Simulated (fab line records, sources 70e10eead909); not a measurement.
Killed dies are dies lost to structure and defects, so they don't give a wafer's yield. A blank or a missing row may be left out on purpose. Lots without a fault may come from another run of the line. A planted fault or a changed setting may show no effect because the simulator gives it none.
fab line records | flow nand_harc
record lots=5 wafers=15 last_day=33
route steps=1302 shown A_ZERO_WELL@405 A_SOURCE_PLATE@413 A_ONON_D1@424 END@1302
lots that met no fault: from a run of the same line without faults
start_h: hours from the record's first day to the start of the lot's first wafer shown | wait_h: hours since the lot's step before | " the same as in the row above | L1.1+2: a row that stands for several wafers | - no value, or no start given | * or withheld: withheld | < > ~ a bound
route shown NAME@n: a module of which the file shows steps, and the number in the route of the first | usual: mean/standard deviation of fault-free wafers | same: alike in all rows | chamber/n: place in a boat | sites: the reading at each site | _std_site: their standard deviation | _edge_site: outer sites' mean less inner sites' | radius_mm: how far each site lies from the wafer's centre | mask NAME#n: copy n | behind: the tool/chamber that last shaped the wafer | hold: why the lot was held/for how many hours/how that ended | device: the transistor (n, p or np) that didn't switch | end of line: the same wafers' tests at the end of the route | a step without rows: its recipe alone | killed: dies lost to structure and defects at the first sort, not the wafer's yield | map: a wafer's dies, x killed, . not, _ none there
set.NAME: the setting as run; set.NAME@STEP: as run at that earlier step | model.NAME: the simulator's own value behind a step, which no gauge read
lots at some steps of the route; a table a step, a row a wafer
services: from which hour (start_h, from the record's first day; less than 0 if before it) a tool's chamber was out of use, for how many hours, and why
## steps
# step NHARC_A_ZERO_WELL_ETCH_13
# recipe target_depth_a=1200 time_s=40.1 hbr_flow_sccm=150 cl2_flow_sccm=50 rf_w=400 icp_w=400 bias_w=100 chemistry=HBr/Cl2
# usual drypump_motor_current_A=5.7/0.33 hbr_flow_sccm=150.0/0.45 oes_product_au=1.003/0.012 throttle_valve_pct=26.406/0.0089
# columns lot.wafer tool chamber start_h wait_h drypump_motor_current_A hbr_flow_sccm oes_product_au rf_hours_counter_h throttle_valve_pct
L526.3 rie_si-04 3 164.97 - 5.7 149.4 1.016 0.9 26.401
L526.4 " 1 " " 5.9 150.0 0.992 1.1 26.414
L526.1 " 2 " " 5.3 150.0 0.997 1.1 26.394
L529.3 rie_si-02 3 198.40 - 5.7 150.4 1.006 0.6 26.409
L529.4 " 0 " " 6.0 149.7 1.003 0.6 26.397
L529.5 " 3 " " 5.8 150.5 0.998 - 26.389
L535.4 rie_si-01 0 257.29 - 6.2 150.2 0.997 0.3 26.409
L535.3 " 3 " " 5.8 149.8 1.023 0.3 26.394
L535.5 " 1 " " 5.7 150.5 1.007 - 26.403
L540.3 rie_si-02 1 306.99 - 5.6 150.6 1.007 0.1 26.403
L540.1 " 2 " " 5.2 150.0 0.993 0.1 26.408
L540.4 " 0 " " 6.0 149.5 1.006 0.1 26.391
L545.1 rie_si-01 2 360.93 - 5.1 149.7 0.997 1.0 26.412
L545.2 " 1 " " 5.7 149.6 1.004 1.0 26.414
L545.6 " 3 " " 5.8 151.3 0.995 - 26.400
# step NHARC_A_ZERO_WELL_STRIP_14
# recipe time_s=900 temp_c=130 chemistry=SPM
# step NHARC_A_ZERO_WELL_IMPLANT_15
# recipe energy_kev=150 dose_cm2=1e+13 tilt_deg=7
# step NHARC_A_ZERO_WELL_PRECLEAN_22
# recipe time_s=60 temp_c=50 bath_age_min=0 chemistry=SC1
# step NHARC_A_ZERO_WELL_SRD_23
# step NHARC_A_ZERO_WELL_RTA_16
# recipe temp_c=1000 time_s=10
# usual lamp_power_pct=30.1/0.68 lamp_zone_1_pct=30.1/0.68 wafer_temp_C_max=1003.3/0.88
# columns lot.wafer tool chamber start_h wait_h lamp_power_pct lamp_zone_1_pct wafer_temp_C_max
L526.1 rtp_anneal-02 0 165.91 0.1 29.5 29.6 1002.5
L526.3 " 0 " " 29.6 29.4 1003.9
L526.4 " 0 " " 29.6 29.5 1001.9
L529.3 rtp_anneal-01 0 199.36 - 30.9 30.9 1003.9
L529.4 " 0 " " 30.9 30.9 1004.6
L529.5 " 0 " " 30.9 30.9 1004.2
L535.3 rtp_anneal-02 0 258.30 - 29.5 29.5 1002.7
L535.4 " 0 " " 29.5 29.5 1002.0
L535.5 " 0 " " 29.5 29.5 1002.5
L540.1 rtp_anneal-02 0 307.90 - 29.5 29.5 1001.5
L540.3 " 0 " " 29.5 29.5 1002.9
L540.4 " 0 " " 29.5 29.5 1003.2
L545.1 rtp_anneal-01 0 361.83 - 31.0 30.9 1004.2
L545.2 " 0 " " 30.9 31.0 1005.2
L545.6 " 0 " " 30.9 30.9 1004.2
# step NHARC_A_ZERO_WELL_INSPECT_17
# usual raw_defect_count=12/6.5
# columns lot.wafer tool chamber start_h wait_h raw_defect_count
L526.1 defect_inspect-01 - 166.11 0.2 23
L526.3 " - " " 17
L526.4 " - " " 21
L529.3 defect_inspect-02 - 199.51 0.1 18
L529.4 " - " " 14
L529.5 " - " " 10
L535.3 defect_inspect-01 - 258.44 0.1 33
L535.4 " - " " 10
L535.5 " - " " 19
L540.1 defect_inspect-01 - 308.09 0.2 27
L540.3 " - " " 21
L540.4 " - " " 17
L545.1 defect_inspect-01 - 362.03 0.2 3
L545.2 " - " " 10
L545.6 " - " " 25
# step NHARC_A_SOURCE_PLATE_PRECLEAN_00
# recipe time_s=60 chemistry=HF-LAST
# step NHARC_A_SOURCE_PLATE_SRD_01
# step NHARC_A_SOURCE_PLATE_OXIDE_02
# recipe target_thk_a=100 temp_c=900 ox_time_s=1362 material=SiO2
# step NHARC_A_SOURCE_PLATE_THK_MEAS_09
# recipe thk_meas_gauge=ellipsometry
# usual thk_nm=9.7/1.1
# columns lot.wafer tool chamber start_h wait_h thk_nm
L526.1 film_metro-02 - 171.77 0.4 9.8
L526.3 " - " " 11.4
L526.4 " - " " 10.2
L529.3 film_metro-02 - 206.82 0.4 10.1
L529.4 " - " " 9.8
L529.5 " - " " 7.6
L535.3 film_metro-01 - 265.70 0.4 10.0
L535.4 " - " " 12.1
L535.5 " - " " 8.4
L540.1 film_metro-02 - 315.37 0.4 8.5
L540.3 " - " " 9.3
L540.4 " - " " 11.1
L545.1 film_metro-02 - 367.39 0.4 11.2
L545.2 " - " " 6.7
L545.6 " - " " 10.6
# step NHARC_A_SOURCE_PLATE_PVD_04
# recipe target_thk_a=500 material=WSi2
# columns lot.wafer tool chamber start_h wait_h
L526.3+1+4 pvd_sputter-01 - 171.87 0.1
L529.4+3+5 pvd_sputter-03 - 206.87 0.1
L535.4+3+5 pvd_sputter-01 - 265.77 0.1
L540.1+4+3 pvd_sputter-03 - 315.43 0.1
L545.2+1+6 pvd_sputter-01 - 367.48 0.1
# step NHARC_A_SOURCE_PLATE_CVD_03
# recipe target_thk_a=2000 temp_c=620 pressure_mtorr=200 time_s=4000 material=poly-Si
# step NHARC_A_SOURCE_PLATE_ANNEAL_05
# recipe temp_c=850 time_s=1800
# step NHARC_A_SOURCE_PLATE_THK_MEAS_06
# recipe thk_meas_gauge=ellipsometry
# usual thk_nm=200.6/2.4
# columns lot.wafer tool chamber start_h wait_h thk_nm
L526.1 film_metro-01 - 186.45 0.4 197.1
L526.3 " - " " 197.7
L526.4 " - " " 198.0
L529.3 film_metro-01 - 219.38 0.4 200.1
L529.4 " - " " 201.7
L529.5 " - " " 199.9
L535.3 film_metro-01 - 278.63 0.4 201.1
L535.4 " - " " 200.7
L535.5 " - " " 200.0
L540.1 film_metro-01 - 328.91 0.4 196.5
L540.3 " - " " 196.9
L540.4 " - " " 196.8
L545.1 film_metro-01 - 380.15 0.4 201.2
L545.2 " - " " 201.6
L545.6 " - " " 203.2
# step NHARC_A_SOURCE_PLATE_INSPECT_08
# usual raw_defect_count=64/28
# columns lot.wafer tool chamber start_h wait_h raw_defect_count
L526.1 defect_inspect-01 - 186.52 0.0 56
L526.3 " - " " 38
L526.4 " - " " 70
L529.3 defect_inspect-02 - 219.44 0.0 1261
L529.4 " - " " 24
L529.5 " - " " 41
L535.3 defect_inspect-02 - 278.71 0.0 85
L535.4 " - " " 103
L535.5 " - " " 46
L540.1 defect_inspect-01 - 328.97 0.0 76
L540.3 " - " " 30
L540.4 " - " " 74
L545.1 defect_inspect-02 - 380.47 0.3 51
L545.2 " - " " 36
L545.6 " - " " 52
# step NHARC_A_ONON_D1_DEP_00
# recipe target_thk_a=10000 n2_flow_sccm=2750 n2o_flow_sccm=2000 nh3_flow_sccm=500 sih4_flow_sccm=210 temp_c=400
# step NHARC_END_SORT_01
# recipe temp_c=25
# usual killed_at_array=54/18 killed_at_other=0.7/0.87 killed_at_periphery=3.7/2.5 killed_dies=59/19 killed_open=3.3/2 killed_short=2.6/1.6
# same gross_dies=677
# columns lot.wafer tool chamber start_h wait_h killed_at_array killed_at_other killed_at_periphery killed_dies killed_open killed_short
L529.3 prober-02 0 639.05 3.1 151 0 6 157 3 1
L529.4 prober-02 0 639.85 3.4 54 0 12 66 2 2
L529.5 prober-02 0 640.65 3.7 60 0 11 71 3 4
# killed by level:class
L529.3 A_SOURCE_PLATE:unspecified=85 A_CHANNEL_HOLE_D1:chamber_film_flake=28 A_SLIT:chamber_film_flake=22 A_CHANNEL_HOLE_D2:chamber_film_flake=8 A_CONTACT:chamber_film_flake=3 P_CONTACT:chamber_film_flake=2 A_STAIRCASE:chamber_film_flake=2 P_M0:geometric_particle:open=1
L529.4 A_CHANNEL_HOLE_D1:chamber_film_flake=24 A_SLIT:chamber_film_flake=21 P_CONTACT:chamber_film_flake=10 A_CHANNEL_HOLE_D2:chamber_film_flake=5 P_CONTACT:geometric_particle:short=1 A_ONON_D1:geometric_particle:short=1 A_DECK1_JOINT:geometric_particle:open=1 A_BLC:geometric_particle:open=1
L529.5 A_CHANNEL_HOLE_D1:chamber_film_flake=21 A_SLIT:chamber_film_flake=20 P_CONTACT:chamber_film_flake=6 A_CHANNEL_HOLE_D2:chamber_film_flake=6 A_CONTACT:chamber_film_flake=5 A_ONON_D2:geometric_particle:short=2 P_ZERO_WELL:chamber_film_flake=2 A_STAIRCASE:chamber_film_flake=2
# map L529.3 (x killed, . not)
____________x____________
_________xxxx..._________
_______xxxxxxx...._______
______xxxxxxxx.....______
_____xxxxxxxxxx....._____
____xxxxxxxxx........____
____xxxxxxxxx........____
___.xxxxxxxxxxx.......___
___.xxxxxxxxx.x.......___
__x..xxxxxxxxx.........__
__...xxxxxxx...........__
_.xx.xxxxxxx............_
_x...x.xx.xx..x........._
_xx...xxxxxx.x.........x_
_x.x..xxxxx............._
_xxx.xx.xx.............._
x.xx...xx................
x..xxx.x.......x.........
xxxx.....................
xx.xx....................
xxx......................
_............x.........x_
_x..x..................._
_..x.........x.........._
_......................._
_...............x......._
__...............x.....__
__.....................__
___...................___
___...................___
____.................____
____.................____
_____..............._____
______.............______
_______........x.._______
_________......._________
____________.____________
# map L540.1 (x killed, . not)
____________.____________
_________......._________
_______..........._______
______.............______
_____..............._____
____.................____
____.................____
___................x..___
___.x......xx.........___
__.....................__
__.x...................__
_......................._
_.x....................._
_.x....................._
_x.x...................._
_xxx...................._
.........................
..x.x....................
x...x.x..................
...xx....................
x.x......................
_...x.............x....._
_......................._
_xx..........xx........._
_......................._
_......................._
__.....................__
__.....................__
___...................___
___...................___
____.............x...____
____.................____
_____..............._____
______.............______
_______..........._______
_________......._________
____________.____________
## services
# columns tool chamber start_h hours kind
rie_si-01 0 148.30 2.4 repair
pvd_sputter-01 - 158.23 3.5 repair
rie_si-04 - 165.05 9.0 pm
rie_si-02 2 165.99 16.9 repair
pvd_sputter-03 - 170.04 10.0 pm
rie_si-02 1 172.06 3.1 repair
rie_si-04 0 181.61 2.2 repair
rie_si-01 - 193.00 9.0 pm
rie_si-01 0 193.00 9.0 vent_cycle
rie_si-01 1 193.00 9.0 vent_cycle
rie_si-01 2 193.00 9.0 vent_cycle
rie_si-01 3 193.00 9.0 vent_cycle
rie_si-01 0 202.00 - clean
rie_si-01 1 202.00 - clean
rie_si-01 2 202.00 - clean
rie_si-04 0 211.05 4.4 repair
pvd_sputter-01 - 226.00 10.0 pm
rie_si-04 - 242.14 3.0 repair
rie_si-02 - 277.00 9.0 pm
pvd_sputter-01 - 277.62 1.1 repair
rie_si-04 3 284.08 2.3 repair
rie_si-04 - 342.05 9.0 pm
pvd_sputter-03 - 348.04 10.0 pm
rie_si-02 1 353.39 5.4 repair
## key
first_sign step=NHARC_A_SOURCE_PLATE_INSPECT_08 reading=raw_defect_count direction=up sigmas=43 usual=64 struck=1261
effect step=NHARC_END_SORT_01 reading=killed_at_array direction=up sigmas=5.4 usual=54 struck=151
more_kills_born_at NHARC_A_SOURCE_PLATE_PVD_04@pvd_sputter-03=85
met_at NHARC_A_SOURCE_PLATE_PVD_04
struck_wafers L529.3
tester_left_out L529
fault kind=chamber_particle_source tool=pvd_sputter-03 chamber=- onset_h=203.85 steps=NHARC_A_SOURCE_PLATE_PVD_04 rate_per_visit_cm2=1.8863 end_h=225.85 scope=struck_wafers_only
# tester_left_out: of these lots the tester's yield and bins aren't shown, on N5 and GAA mostly nor the transistor test; their killed dies are dies lost to structure and defects alone, not to doping, threshold or leakage, so they don't give the yield
